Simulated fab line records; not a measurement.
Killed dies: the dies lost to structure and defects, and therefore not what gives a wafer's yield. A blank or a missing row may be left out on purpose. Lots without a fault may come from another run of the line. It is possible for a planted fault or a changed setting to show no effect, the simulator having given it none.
Struck lot and sound lot, side by side | flow n5_finfet | 39 out of 1938 route steps
Sound: these wafers, L743.1, L743.2, L743.3. Struck: wafer L733.3 (left out: L733.4, L733.5 of the same lot, which were not struck); the cause appears at the end.
Per side, at each step with rows, come the tool, then ch with its chambers, and then its first start. Under that, the readings that differ: sound wafers | struck wafers | difference of the means | sigmas: that difference in standard deviations of wafers without a fault.
alike: readings with means less than 2 such deviations apart, plus words and numbers identical on both sides. not compared: withheld readings, readings lacking a value on some wafer, bounds such as >300 that could conceal the same value, and numbers that have no deviation in the record and whose values overlap.
A row with sigmas, a row that says differs or no value, or rows on one side alone: a step with any of these is where the two part. When numbers do not overlap yet have no deviation, they are printed without sigmas and do not part them. A reading missing from all wafers of one side parts the sides only when that side holds two or more wafers.

first, 9 steps without rows for these wafers: N5_MOL_CONTACT_COAG_PRE_CLEAN_121; N5_MOL_CONTACT_COAG_CVD_140 (deposits W, target thk 66.5 nm, time 215 s); N5_MOL_CONTACT_COAG_PRECLEAN_127 (cleans in DIW, time 57.5 s); N5_MOL_CONTACT_COAG_SRD_128 (dry time 32 s); N5_MOL_CONTACT_COAG_CMP_52 (polishes, stops on SiO2, t overpolish 1.5 s, target thk 66.5 nm); N5_MOL_CONTACT_COAG_ANNEAL_112 (time 1800 s); N5_BEOL_M0_SAQP_PECVD_00 (deposits SiCN from 3MS/NH3, target thk 8 nm, time 14 s); N5_BEOL_M0_SAQP_ILD_DEP_01 (deposits SiOC from DEMS/O2, target thk 45.419 nm, time 8.7 s); N5_BEOL_M0_SAQP_HM_DEP_02 (deposits TiN, target thk 12 nm).
N5_BEOL_M0_SAQP_PECVD_03: deposits SiCN from 3MS/NH3, target thk 12 nm, time 21.1 s.
  sound on pecvd-02 ch 0,1,2, day 10 15:10; struck on pecvd-04 ch 1, day 8 05:52
  reading                                         | sound          | struck | difference | sigmas
  run_length_s (s)                                | 51.1 50.8 51.7 | 53.2   | +2.0       | +4
  model.SiCN_of_BEOL_M0_SAQP_PECVD_03.thk_nm (nm) | 11.6 11.8 11.6 | 12.8   | +1.1       |
  alike: showerhead_plenum_p_Torr, throttle_valve_pct
then, 25 steps without rows for these wafers: N5_BEOL_M0_SAQP_PECVD_96 (deposits a-Si from SiH4/He, target thk 45 nm, time 45.2 s); N5_BEOL_M0_SAQP_PECVD_97 (deposits SiNx from SiH4/NH3/N2, target thk 23 nm, time 19.9 s); N5_BEOL_M0_SAQP_PECVD_04 (deposits a-Si from SiH4/He, target thk 60 nm, time 60.2 s); N5_BEOL_M0_SAQP_HM_DEP_111 (deposits SiO2 from SiH4/N2O, target thk 12 nm, time 7.2 s); N5_BEOL_M0_SAQP_COAT_81 (time 60 s, resist thk 100 nm); N5_BEOL_M0_SAQP_COAT_82 (time 60 s, resist thk 30 nm); N5_BEOL_M0_SAQP_COAT_08 (resist thk 90 nm); N5_BEOL_M0_SAQP_EBR_10; N5_BEOL_M0_SAQP_SOFTBAKE_09 (time 60 s); N5_BEOL_M0_SAQP_EXPOSE_11 (exposes mask M0 CORE, target cd 42 nm); N5_BEOL_M0_SAQP_PEB_12 (peb time 60 s); N5_BEOL_M0_SAQP_DEVELOP_13 (develop time 30 s); N5_BEOL_M0_SAQP_DESCUM_19 (chemistry O2, time 7.9 s); N5_BEOL_M0_SAQP_ETCH_83 (etches SiARC in CF4, target depth 39 nm, time 65 s); N5_BEOL_M0_SAQP_ETCH_84 (etches SOC in N2/H2, target depth 100 nm, overetch 20 nm, time 150 s); N5_BEOL_M0_SAQP_STRIP_80 (strips in N2/H2); N5_BEOL_M0_SAQP_HM_OPEN_112 (chemistry CHF3/O2, target SiO2, stops on a-Si, target depth 12 nm, time 13.5 s); N5_BEOL_M0_SAQP_STRIP_113 (strips in CHF3/O2); N5_BEOL_M0_SAQP_MANDREL_ETCH_20 (etches a-Si in HBr/Cl2, stops on SiNx, target depth 60 nm, bt time 10 s, time 30 s); N5_BEOL_M0_SAQP_STRIP_86 (strips in N2/H2); N5_BEOL_M0_SAQP_STRIP_115 (strips in post etch residue remover, time 60 s); N5_BEOL_M0_SAQP_SRD_93 (time 30 s); N5_BEOL_M0_SAQP_RECESS_114 (chemistry HF/NH3, target SiO2, target depth 14.4 nm, afs cycles 3, sublimation time 60 s); N5_BEOL_M0_SAQP_SPACER1_ALD_98 (deposits SiO2, target thk 12.8 nm, pulse time 1 s, purge time 2 s); N5_BEOL_M0_SAQP_SPACER1_ETCHBACK_99 (etches SiO2 in CHF3/O2, target depth 15.4 nm, time 7.7 s).
N5_BEOL_M0_SAQP_RECESS_109: chemistry HF/NH3, target SiO2, target depth 3 nm, afs cycles 1, sublimation time 60 s.
  sound on vapor_etch-01 ch 0,1, day 10 18:15; struck on vapor_etch-02 ch 0, day 8 10:20
  reading                                         | sound       | struck | difference | sigmas
  model.SiCN_of_BEOL_M0_SAQP_PECVD_03.thk_nm (nm) | 8.2 8.4 8.2 | 9.2    | +0.9       |
  alike: drypump_motor_current_A, foreline_p_Torr
N5_BEOL_M0_ETCH_138: etches SiCN in CH3F/O2, target depth 12 nm, time 31.6 s.
  sound on rie_diel-05 ch 0,1,3, day 10 21:28; struck on rie_diel-02 ch 1, day 8 13:52
  reading                  | sound             | struck | difference | sigmas
  etch_rf_on_time_s (s)    | 28.2 29.0 28.0    | 31.7   | +3.3       | +5
  model.etch.depth_nm (nm) | 8.109 8.348 8.113 | 9.193  | +1.003     |
  alike: chamber_pressure_mTorr, drypump_motor_current_A, oes_product_au, rf_vpp_V, showerhead_plenum_p_Torr, throttle_valve_pct
  not compared: rf_hours_counter_h
N5_BEOL_M0_ETCH_128: etches SiCN in CF4/N2, target depth 12 nm, overetch 5.1 nm, time 21.4 s.
  sound on rie_diel-05 ch 0,2,3, day 10 23:59; struck on rie_diel-02 ch 2, day 8 15:44
  reading                  | sound             | struck | difference | sigmas
  model.etch.depth_nm (nm) | 8.109 8.348 8.113 | 9.193  | +1.003     |
  alike: chamber_pressure_mTorr, drypump_motor_current_A, n2_flow_sccm, oes_product_au, rf_vpp_V, showerhead_plenum_p_Torr, throttle_valve_pct
  not compared: rf_hours_counter_h
-- here the record skips 6 days between the struck wafers' starts before and after, leaving off in module BEOL_M0 and picking up in module BEOL_M4 (first step shown: number 1111 of the route) --
N5_BEOL_M4_RC_MEAS_101:
  sound on prober-01 ch 0, day 16 08:12; struck on prober-01 ch 0, day 14 12:25
  reading        | sound                | struck | difference | sigmas
  IOFF_N (nA/um) | 0.209 0.178 0.165    | 0.144  | -0.040     | -2
  IOFF_P (nA/um) | 0.284 0.258 0.238    | 0.179  | -0.081     | -3
  ION_P (uA/um)  | 470 465 470          | 454    | -14        | -2
  VT_P (mV)      | -244.7 -248.1 -246.2 | -253.3 | -7.0       | -2
  alike: DIBL_N, DIBL_P, ION_N, SS_N, SS_P, VT_N

WHERE THEY PART
First at N5_BEOL_M0_SAQP_PECVD_03; last, within this record, at N5_BEOL_M4_RC_MEAS_101.

WHY: whatever the simulator had introduced
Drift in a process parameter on pecvd-04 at N5_BEOL_M0_SAQP_PECVD_03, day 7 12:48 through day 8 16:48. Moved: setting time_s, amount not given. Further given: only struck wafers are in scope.
